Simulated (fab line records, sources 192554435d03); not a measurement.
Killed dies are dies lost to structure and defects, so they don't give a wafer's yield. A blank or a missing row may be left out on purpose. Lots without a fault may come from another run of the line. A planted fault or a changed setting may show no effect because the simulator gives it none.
A struck lot beside a sound one | flow n5_finfet | 15 steps out of a route of 1938
Sound: wafers L125.1, L125.3, L125.6. Struck: wafers L112.1, L112.5. (L112.3 of the same lot was not struck and is left out.) The cause comes at the end.
At each step with rows: each side's tool, then ch and its chambers, then its first start. Under that, the readings that differ: sound wafers | struck wafers | difference of the means | sigmas: that difference in standard deviations of wafers without a fault.
alike: readings whose means differ by less than 2 such deviations, and words and numbers that are the same on both sides. not compared: withheld readings, readings that some wafer has no value for, bounds like >300 that may hide the same value, and numbers for which the record gives no deviation and whose values overlap.
The two part at a step that has a row with sigmas, a row that says differs or no value, or rows on one side only. Numbers that don't overlap but have no deviation are shown without sigmas and don't part them. A reading that every wafer of one side lacks parts them only if that side has two wafers or more.

first, 7 steps without rows for these wafers: N5_BEOL_M6_COAT_60 (time 60 s, resist thk 35 nm); N5_BEOL_M6_COAT_05 (resist thk 90 nm); N5_BEOL_M6_EBR_07; N5_BEOL_M6_SOFTBAKE_06 (time 60 s); N5_BEOL_M6_EXPOSE_08 (exposes mask M6); N5_BEOL_M6_PEB_09 (peb time 60 s); N5_BEOL_M6_DEVELOP_10 (develop time 30 s).
N5_BEOL_M6_CD_MEAS_11: target cd 38.5 nm.
  sound on cd_sem-03 ch 0, day 14 14:18; struck on cd_sem-03 ch 0, day 11 22:45
  alike: cd_nm
N5_BEOL_M6_OVL_MEAS_12:
  sound on overlay-02 ch 0, day 14 14:20; struck on overlay-01 ch 0, day 11 22:47
  alike: M6_OVL
N5_BEOL_M6_INSPECT_13: inspects for defects (brightfield).
  sound on defect_inspect-01, day 14 14:21; struck on defect_inspect-02, day 11 22:49
  alike: raw_defect_count
N5_BEOL_M6_DESCUM_16: chemistry O2, time 7.9 s.
  sound on rie_diel-03 ch 0,1,2, day 14 14:47; struck on rie_diel-02 ch 1,2, day 11 22:54
  alike: drypump_motor_current_A, o2_flow_sccm, oes_product_au, rf_vpp_V, showerhead_plenum_p_Torr, throttle_valve_pct
  not compared: rf_hours_counter_h
N5_BEOL_M6_ETCH_61: etches SiARC in CF4, target depth 45.5 nm, time 75.8 s.
  sound on rie_diel-03 ch 0,1,2, day 14 14:49; struck on rie_diel-02 ch 1,2, day 11 22:56
  alike: drypump_motor_current_A, etch_rf_on_time_s, oes_product_au, rf_vpp_V, showerhead_plenum_p_Torr, throttle_valve_pct
  not compared: rf_hours_counter_h
N5_BEOL_M6_ETCH_62: etches SOC in N2/H2, target depth 110 nm, overetch 22 nm, time 165 s.
  sound on rie_diel-03 ch 0,1,2, day 14 14:52; struck on rie_diel-02 ch 1,2, day 11 23:00
  reading                                    | sound             | struck      | difference | sigmas
  oes_product_au (a.u.)                      | 0.66 0.67 0.70    | 0.85 0.79   | +0.14      | +3
  throttle_valve_pct (%)                     | 17.34 17.37 17.62 | 18.16 17.92 | +0.60      | +2
  model.SiARC_of_BEOL_M6_COAT_60.thk_nm (nm) | 28.2 28.4 28.4    | 29.2 29.6   | +1.1       |
  alike: drypump_motor_current_A, h2_flow_sccm, rf_vpp_V, showerhead_plenum_p_Torr
  not compared: rf_hours_counter_h
then, 1 step without rows for these wafers: N5_BEOL_M6_STRIP_68 (strips in N2/H2).
-- the record jumps here: 4 days lie between the struck wafers' starts before and after (it left off in module BEOL_M6 and takes up again in module PASSIVATION, whose first step shown is number 1936 of the route) --
N5_PASSIVATION_PROBE_49:
  the record has rows for the struck wafers here (prober-02, day 15 20:45) and none for the sound ones

WHERE THEY PART
First at N5_BEOL_M6_ETCH_62; last, within this record, at N5_PASSIVATION_PROBE_49.

WHY: what the simulator had put in
Process parameter drift: rie_diel-02, from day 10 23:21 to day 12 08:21, at N5_BEOL_M6_ETCH_62. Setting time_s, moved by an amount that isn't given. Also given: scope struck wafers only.
